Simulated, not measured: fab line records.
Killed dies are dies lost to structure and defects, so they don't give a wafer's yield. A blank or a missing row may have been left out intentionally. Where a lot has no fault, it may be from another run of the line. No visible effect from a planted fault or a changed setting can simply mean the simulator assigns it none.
The tool behind it: which one? | flow nand-harc | 15 lots, 45 wafers sampled, at 2 steps of a route of 1302

## WHAT THE GAUGES SHOWED, per wafer
NHARC_A_BLC_OVL_MEAS_11.
lot  | measured     | on         | overlay-x-nm (nm) | overlay-y-nm (nm)
L602 | day 22 11:22 | overlay-01 | -0.5 -0.2 0.5     | 0.2 0.3 0.0
L604 | day 22 23:32 | overlay-01 | -1.8 -0.7 -1.0    | -1.6 -1.3 -0.6
L603 | day 23 02:05 | overlay-02 | 1.9 1.6 1.1       | -1.2 -0.8 -1.0
L605 | day 23 18:56 | overlay-01 | -2.0 -1.8 -1.4    | 0.0 0.3 0.1
L609 | day 24 09:27 | overlay-01 | 0.7 0.7 0.7       | 0.6 0.1 0.5
L608 | day 24 15:14 | overlay-02 | 0.4 0.6 0.4       | 0.3 -0.3 0.1
L611 | day 25 14:06 | overlay-01 | 1.2 1.6 1.1       | -0.1 -0.5 -0.5
L610 | day 26 00:14 | overlay-02 | 1.2 0.4 0.2       | -0.5 0.1 0.2
L612 | day 26 12:42 | overlay-02 | 0.3 0.1 0.8       | 0.2 0.2 -0.1
L613 | day 26 13:50 | overlay-02 | -0.1 -0.6 -0.6    | 0.9 0.9 1.0
L614 | day 27 18:50 | overlay-01 | 0.2 0.5 0.3       | 0.2 0.2 0.9
L615 | day 27 19:35 | overlay-02 | -0.7 -0.9 -1.0    | -1.0 -1.3 -1.2
L623 | day 30 17:12 | overlay-02 | -1.3 -0.6 -1.5    | 0.8 0.6 1.0
L622 | day 30 22:28 | overlay-02 | -0.5 -0.9 -0.7    | -0.7 -0.8 -1.0
L625 | day 33 03:14 | overlay-01 | 0.8 1.0 1.3       | 0.2 -0.3 0.0

## EACH LOT AND THE TOOL THAT RAN IT (in order: tool; ch and the chambers of the sampled wafers; start)
lot  | NHARC_A_CONTACT_ALD_18
L602 | ald-metal-04 ch 1,2,3, day 22 09:27
L604 | ald-metal-02 ch 0,1,3, day 22 21:35
L603 | ald-metal-02 ch 0,1, day 23 00:08
L605 | ald-metal-01 ch 0,1,2, day 23 16:59
L609 | ald-metal-04 ch 1,3, day 24 07:31
L608 | ald-metal-02 ch 1,2,3, day 24 13:10
L611 | ald-metal-01 ch 0,1,3, day 25 12:10
L610 | ald-metal-02 ch 1,2,3, day 25 18:16
L612 | ald-metal-01 ch 1,2, day 26 10:42
L613 | ald-metal-04 ch 1,2, day 26 11:00
L614 | ald-metal-02 ch 0,3, day 27 16:46
L615 | ald-metal-01 ch 0,1,2, day 27 17:11
L623 | ald-metal-04 ch 1,2,3, day 30 15:16
L622 | ald-metal-04 ch 0,2, day 30 20:23
L625 | ald-metal-01 ch 0,2,3, day 33 01:17
- NHARC_A_CONTACT_ALD_18: deposits TiN, target thk 3 nm, pulse time 1 s, ald cycles 150.

## AS READ BY THE TOOLS THEMSELVES (means over the sampled wafers that have a number; for cases with no such wafer, the mark the record gives instead)
NHARC_A_CONTACT_ALD_18.
lot  | tool         | heater-power-w (W) | precursor-pulse-height-rel
L602 | ald-metal-04 | 1197               | 1.010
L604 | ald-metal-02 | 933                | 1.012
L603 | ald-metal-02 | 921                | 1.004
L605 | ald-metal-01 | 1057               | 0.985
L609 | ald-metal-04 | 1195               | 1.009
L608 | ald-metal-02 | 1057               | 0.995
L611 | ald-metal-01 | 1086               | 1.021
L610 | ald-metal-02 | 1067               | 0.983
L612 | ald-metal-01 | 940                | 0.983
L613 | ald-metal-04 | 1208               | 0.980
L614 | ald-metal-02 | 990                | 1.014
L615 | ald-metal-01 | 1054               | 0.990
L623 | ald-metal-04 | 1217               | 1.004
L622 | ald-metal-04 | 1246               | 0.997
L625 | ald-metal-01 | 1134               | 1.015

## THE ANSWER, worked out from the rows above alone
Rule: the lots themselves supply what counts as usual. The widest of any qualifying gaps counts: lots, ordered by their means at a reading, are off when they make up no more than a third of the lots, leave a main group of 4 or more, and stand apart from it by 3 or more times the standard deviation of that group's means. Not used: any main group whose means are identical at the precision the tables above print for the reading. Also off: a lot with no number at a reading for which 4 or more lots have one. The other lots that the step has rows for count as sound. Order of review: gauges by route order, followed by the tools' own readings, for which a lot's mean as printed above is used. At the first step where some lot is off, the reading lying furthest off is the one used; lots without a number count as furthest.
No lot is off at any reading shown: from this, nothing can be told.

## WHAT THE SIMULATOR HAD PUT IN
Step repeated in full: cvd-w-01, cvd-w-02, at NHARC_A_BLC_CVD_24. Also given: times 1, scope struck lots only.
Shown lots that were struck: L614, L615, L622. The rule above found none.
